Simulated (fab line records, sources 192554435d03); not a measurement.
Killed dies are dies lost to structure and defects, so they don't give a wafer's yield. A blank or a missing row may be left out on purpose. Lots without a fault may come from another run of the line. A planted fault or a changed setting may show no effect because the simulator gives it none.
Chamber matching | flow n5_finfet | N5_MOL_CONTACT_COAG_ETCHBACK_135 on rie_diel-02: 4 sister chambers
The step etches SiO2 in CHF3, target depth 25 nm, time 16.7 s. 4 wafers are shown with their chamber, then 11 later ones without.

WAFERS WITH THEIR CHAMBER
wafer  | chamber | drypump_motor_current_A (A)
L091.1 | 2       | 5.9
L091.4 | 1       | 4.9
L092.5 | 0       | 5.7
L093.1 | 3       | 5.4

WAFERS WITHOUT THEIR CHAMBER
wafer  | drypump_motor_current_A (A)
L093.2 | 5.0
L093.3 | 5.9
L094.4 | 5.0
L094.5 | 5.9
L094.6 | 5.0
L095.2 | 5.9
L095.4 | 5.4
L095.5 | 5.6
L097.4 | 5.0
L097.5 | 5.4
L097.6 | 5.9

WHICH CHAMBER EACH WENT THROUGH
wafer  | from the rows above     | in truth
L093.2 | 1                       | 1
L093.3 | 2                       | 2
L094.4 | 1                       | 1
L094.5 | 2                       | 2
L094.6 | 1                       | 1
L095.2 | 2                       | 2
L095.4 | 3                       | 3
L095.5 | can't be placed: 0 or 3 | 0
L097.4 | 1                       | 1
L097.5 | 3                       | 3
L097.6 | 2                       | 2
Placed correctly: 10 of 11. Can't be placed from these rows: 1 (the true chamber is among the candidates in 1). Placed wrongly: 0.
How it was worked out, from the rows above alone: a wafer's distance from a chamber is the root of the sum, over the readings, of the square of ((its reading less the chamber's mean) divided by the reading's scatter). The wafer belongs to the nearest chamber; if the next one is less than 2 further off, it can't be placed. A chamber's mean is the mean of its shown wafers. The scatter: with one shown wafer a chamber, the root of the mean of the squares of how far each hidden wafer lies from its nearest shown one.
